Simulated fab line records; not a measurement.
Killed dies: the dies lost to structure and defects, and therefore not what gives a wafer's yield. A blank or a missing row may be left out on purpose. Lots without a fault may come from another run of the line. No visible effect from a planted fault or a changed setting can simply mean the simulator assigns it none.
Which of the tools did it? ; flow n5_finfet ; Sampling: 8 lots, 24 wafers, 7 of 1938 route steps

## WHAT THE GAUGES SHOWED, per wafer
N5_DUMMY_GATE_CD_MEAS_50: target cd 14 nm.
lot;measured;on;cd_nm (nm)
L758;day 2 23:40;cd_sem-02;14.5 13.9 13.4
L761;day 3 19:38;cd_sem-03;14.3 14.1 14.2
L763;day 4 09:57;cd_sem-02;13.7 14.0 14.2
L773;day 6 15:28;cd_sem-01;8.1 13.7 13.6
L775;day 7 03:56;cd_sem-02;9.1 8.2 14.0
L778;day 8 03:19;cd_sem-01;14.4 13.8 14.1
L780;day 8 11:19;cd_sem-03;13.7 14.5 13.9
L781;day 8 17:23;cd_sem-01;13.5 12.6 13.6

N5_DUMMY_GATE_CD_MEAS_24: target cd 15 nm.
lot;measured;on;cd_nm (nm)
L758;day 3 00:09;cd_sem-02;14.9 15.6 14.5
L761;day 3 20:08;cd_sem-03;15.2 15.0 15.0
L763;day 4 10:27;cd_sem-03;15.2 15.4 14.9
L773;day 6 15:57;cd_sem-02;9.2 15.0 14.2
L775;day 7 04:26;cd_sem-03;10.0 9.3 14.6
L778;day 8 03:49;cd_sem-01;14.9 14.3 15.3
L780;day 8 11:49;cd_sem-01;14.9 15.2 14.4
L781;day 8 17:53;cd_sem-01;14.2 13.9 14.5

N5_BEOL_M4_RC_MEAS_101.
lot;measured;on;DIBL_N (mV/V);DIBL_P (mV/V);IOFF_N (nA/um);IOFF_P (nA/um);ION_N (uA/um);ION_P (uA/um);SS_N (mV/dec);SS_P (mV/dec);VT_N (mV);VT_P (mV)
L758;day 10 15:06;prober-01;33.4 32.1 32.3;34 32 33;0.13 0.12 0.10;0.20 0.16 0.17;648 659 648;455 458 454;72.0 70.9 70.4;72.2 71.6 71.5;254 253 260;-247 -252 -251
L761;day 11 17:44;prober-01;37.3 36.6 36.6;39 36 38;0.21 0.16 0.18;0.29 0.23 0.29;708 683 682;478 467 476;71.3 72.1 70.9;74.5 73.8 74.0;242 248 243;-242 -246 -243
L763;day 12 09:07;prober-02;34.7 33.9 34.8;34 33 35;0.13 0.12 0.13;0.22 0.19 0.23;659 661 674;464 461 475;71.6 71.3 71.1;73.4 72.3 72.6;251 253 255;-247 -251 -246
L773;day 14 05:37;prober-01;38.4 40.5;38 41;0.18 0.23;0.24 0.32;671 693;469 476;71.9 72.6;73.8 74.8;250 246;-248 -243
L775;day 14 15:22;prober-02;42.1;43;0.30;0.40;712;482;72.6;75.5;241;-240
L778;day 15 15:13;prober-02;38.0 33.1 35.1;38 34 35;0.18 0.10 0.13;0.25 0.17 0.18;675 655 666;464 458 455;72.1 70.9 71.4;73.6 73.0 73.5;250 258 253;-248 -255 -253
L780;day 16 07:49;prober-02;36.5 37.0 38.3;39 39 41;0.19 0.19 0.23;0.26 0.26 0.30;704 674 700;484 462 477;71.2 72.0 71.3;74.6 73.8 74.7;244 248 245;-243 -248 -248
L781;day 16 15:21;prober-02;39.7 40.2 38.0;42 42 39;0.26 0.25 0.22;0.32 0.33 0.26;694 682 681;474 475 466;72.8 72.6 72.4;75.2 74.5 74.2;241 246 245;-245 -245 -246

## EACH LOT AND THE TOOL THAT RAN IT (in order: tool; ch and the chambers of the sampled wafers; start)
lot;N5_DUMMY_GATE_TRIM_49;N5_DUMMY_GATE_STRIP_40;N5_DUMMY_GATE_ETCH_23;N5_DUMMY_GATE_ETCH_44
L758;rie_si-03 ch 0,3, day 2 23:31;rie_diel-03 ch 0,1, day 2 23:36;rie_si-05 ch 0,1,3, day 2 23:59;rie_si-05 ch 0,1,3, day 3 00:02
L761;rie_si-05 ch 2,3, day 3 19:29;rie_diel-03 ch 0,1,3, day 3 19:35;rie_si-06 ch 0,3, day 3 19:58;rie_si-06 ch 0,3, day 3 20:01
L763;rie_si-05 ch 0,1,2, day 4 09:48;rie_diel-03 ch 0,1,3, day 4 09:54;rie_si-03 ch 0,2,3, day 4 10:17;rie_si-03 ch 0,2,3, day 4 10:20
L773;rie_si-05 ch 0,2, day 6 15:19;rie_diel-03 ch 0,1,2, day 6 15:24;rie_si-03 ch 0,1, day 6 15:47;rie_si-03 ch 0,1, day 6 15:50
L775;rie_si-05 ch 0,1,3, day 7 03:47;rie_diel-06 ch 0,1,2, day 7 03:53;rie_si-06 ch 0,2,3, day 7 04:16;rie_si-06 ch 0,2,3, day 7 04:20
L778;rie_si-06 ch 1,2,3, day 8 03:02;rie_diel-06 ch 1,2,3, day 8 03:15;rie_si-03 ch 0,2,3, day 8 03:38;rie_si-03 ch 0,2,3, day 8 03:42
L780;rie_si-06 ch 1,2,3, day 8 11:10;rie_diel-06 ch 0,1,3, day 8 11:16;rie_si-05 ch 0,2,3, day 8 11:39;rie_si-05 ch 0,2,3, day 8 11:42
L781;rie_si-03 ch 0,1,3, day 8 17:15;rie_diel-06 ch 0,1,2, day 8 17:20;rie_si-05 ch 0,2,3, day 8 17:43;rie_si-05 ch 0,2,3, day 8 17:47
- N5_DUMMY_GATE_TRIM_49: chemistry O2, time 29 s, target cd 14 nm.
- N5_DUMMY_GATE_STRIP_40: strips in CF4.
- N5_DUMMY_GATE_ETCH_23: etches poly-Si in HBr/Cl2/O2, target depth 41 nm, time 22.3 s.
- N5_DUMMY_GATE_ETCH_44: etches poly-Si in HBr/O2, stops on SiO2, target depth 127.5 nm.

## WHAT THE TOOLS THEMSELVES READ (means of the sampled wafers that have a number; where no wafer has one, the mark that the record gives instead)
N5_DUMMY_GATE_TRIM_49.
lot;tool;drypump_motor_current_A (A);oes_product_au (a.u.);throttle_valve_pct (%)
L758;rie_si-03;5.1;1.038;8.22
L761;rie_si-05;6.1;1.003;7.97
L763;rie_si-05;6.0;0.998;8.19
L773;rie_si-05;6.2;1.135;8.04
L775;rie_si-05;5.8;1.240;8.16
L778;rie_si-06;5.6;1.003;8.12
L780;rie_si-06;5.7;0.998;8.12
L781;rie_si-03;5.5;1.009;8.16

N5_DUMMY_GATE_STRIP_40.
lot;tool;drypump_motor_current_A (A);oes_product_au (a.u.);rf_vpp_V (V);showerhead_plenum_p_Torr (Torr);throttle_valve_pct (%)
L758;rie_diel-03;5.9;0.75;271.3;1.83;13.68
L761;rie_diel-03;5.7;0.83;272.4;1.85;13.49
L763;rie_diel-03;5.7;0.82;273.4;1.85;13.51
L773;rie_diel-03;6.0;0.79;273.1;1.84;13.51
L775;rie_diel-06;5.6;0.80;271.5;1.82;13.34
L778;rie_diel-06;5.4;0.83;271.7;1.80;13.38
L780;rie_diel-06;5.7;0.79;271.1;1.79;13.48
L781;rie_diel-06;5.6;0.79;270.8;1.81;13.36

N5_DUMMY_GATE_ETCH_23.
lot;tool;bias_w (W);drypump_motor_current_A (A);oes_product_au (a.u.);throttle_valve_pct (%)
L758;rie_si-05;101.90;5.8;1.001;37.4
L761;rie_si-06;102.01;6.0;1.048;37.3
L763;rie_si-03;102.12;5.4;1.018;37.0
L773;rie_si-03;102.41;5.5;1.007;37.2
L775;rie_si-06;102.00;5.7;1.017;37.5
L778;rie_si-03;101.85;5.4;1.001;37.0
L780;rie_si-05;101.80;6.0;1.023;37.3
L781;rie_si-05;102.10;6.0;1.021;37.3

N5_DUMMY_GATE_ETCH_44.
lot;tool;bias_w (W);drypump_motor_current_A (A);oes_product_au (a.u.);throttle_valve_pct (%)
L758;rie_si-05;20.03;5.8;0.729;18.60
L761;rie_si-06;19.98;6.0;0.732;18.42
L763;rie_si-03;20.05;5.4;0.718;18.47
L773;rie_si-03;19.93;5.5;0.725;18.50
L775;rie_si-06;20.04;5.7;0.732;18.53
L778;rie_si-03;20.03;5.3;0.728;18.46
L780;rie_si-05;19.98;6.0;0.733;18.45
L781;rie_si-05;19.95;6.0;0.733;18.46

## THE ANSWER, worked out from the rows above alone
Rule: the usual values come from the lots themselves. The widest of any qualifying gaps counts: lots, ordered by their means at a reading, are off when they make up no more than a third of the lots, leave a main group of 4 or more, and stand apart from it by 3 or more times the standard deviation of that group's means. If all means in a main group match to the digits the tables above print for the reading, that group is not used. A lot without any number at a reading at which 4 lots or more have one is off too. Where the step has rows for the other lots, those lots are counted as sound. The gauges are gone through in route order, then the tools' own readings, and for those a lot's mean is taken as printed above. The first step at which some lot is off is used, and at that step the reading that is off furthest; a lot without a number counts as furthest.
Off: L773, L775, at N5_DUMMY_GATE_CD_MEAS_50 (cd_nm). For the main group the mean is 13.9 nm and the standard deviation 0.32.
A tool fits if, at a process step before that reading, it ran every lot that is off, and no sound lot after the first of them. The gauges at N5_DUMMY_GATE_CD_MEAS_50 aren't tried: what is off there is off at N5_DUMMY_GATE_TRIM_49 too, on other tools, and a gauge's error can't cause that. One candidate fits, namely rie_si-05 at N5_DUMMY_GATE_TRIM_49. A fault onset in the window from L763 (day 4 09:48, its last sound lot) to L773 (day 6 15:19, its first lot off) fits.
The tool's own readings at N5_DUMMY_GATE_TRIM_49 bear it out: on the lots that are off they differ by more than 5 times the standard deviation of the sound lots' means. oes_product_au reads 1.188 a.u. there against 1.008 a.u. on the sound lots.

## WHAT HAD BEEN PUT IN BY THE SIMULATOR
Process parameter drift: rie_si-05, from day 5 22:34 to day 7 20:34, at N5_DUMMY_GATE_TRIM_49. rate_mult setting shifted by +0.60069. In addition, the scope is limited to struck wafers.
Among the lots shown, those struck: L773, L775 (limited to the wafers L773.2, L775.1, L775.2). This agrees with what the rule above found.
